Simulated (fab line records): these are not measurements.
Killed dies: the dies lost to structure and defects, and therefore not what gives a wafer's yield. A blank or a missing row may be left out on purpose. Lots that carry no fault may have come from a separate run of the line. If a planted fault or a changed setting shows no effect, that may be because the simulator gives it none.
One fault through the eyes of 2 desks	flow nand harc	every desk sees just its own numbers, and what lay behind them comes last

== THE DEFECT DESK ==
Inspection counts along the route, by lot: the mean over sampled wafers that carry a number. The brackets show how far a lot's mean lies from the usual mean; more than 4 standard deviations puts the lot out of limits, marked OUT.
Columns: A = raw defect count at NHARC_P_GATE_INSPECT_68, usual 206
lot	first seen here	A
L466	day 5 06:41	148
L467	day 5 20:41	154
L470	day 6 10:53	212
L469	day 6 11:04	188
L471	day 6 22:06	443
L479	day 8 22:54	928 (+7.8) OUT
L476	day 9 01:28	1051 (+9.2) OUT
L485	day 10 04:02	210
L486	day 10 04:59	196
L488	day 10 21:06	239
L487	day 10 21:27	153
L489	day 11 03:58	282
This desk's verdict: out of limits on L476, L479, starting with L479 at day 8 22:54 (raw defect count at NHARC_P_GATE_INSPECT_68). In limits: L466, L467, L470, L469, L471, L485, L486, L488, L487, L489.

== THE TOOL OWNER'S DESK: plasma asher-01 ==
The tool's own readings at NHARC_P_GATE_STRIP_75 (strips in O2): means of the sampled wafers that have a number, for each lot that ran on this tool. The brackets show how far a lot's mean lies from the usual mean; more than 4 standard deviations puts the lot out of limits, marked OUT.
Columns: A = drypump motor current A at NHARC_P_GATE_STRIP_75, usual 5.3 A; B = heater power w at NHARC_P_GATE_STRIP_75, usual 315 W
lot	first seen here	A	B
L466	day 5 01:04	5.1	299
L470	day 6 04:59	5.4	313
L469	day 6 05:26	5.4	313
L471	day 6 16:21	5.1	304
L479	day 8 16:30	5.3	321
L476	day 8 18:58	5.3	317
This desk found nothing out of limits on any of the 6 lots.

== TAKEN TOGETHER ==
The defect desk could have raised an alarm at day 8 22:54, on L476, L479.
Nothing out of limits was seen by the tool owner's desk.
The tool owner's desk has L476, L479 on record, within its limits.
NHARC_P_GATE_STRIP_75 was run on plasma asher-01 by each of the lots named.

== WHAT HAD BEEN PUT IN BY THE SIMULATOR ==
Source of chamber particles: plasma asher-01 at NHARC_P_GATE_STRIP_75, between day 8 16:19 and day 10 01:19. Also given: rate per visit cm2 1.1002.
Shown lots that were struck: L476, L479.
Hours from the fault's start to each desk's first reading out of limits: the defect desk, 7.
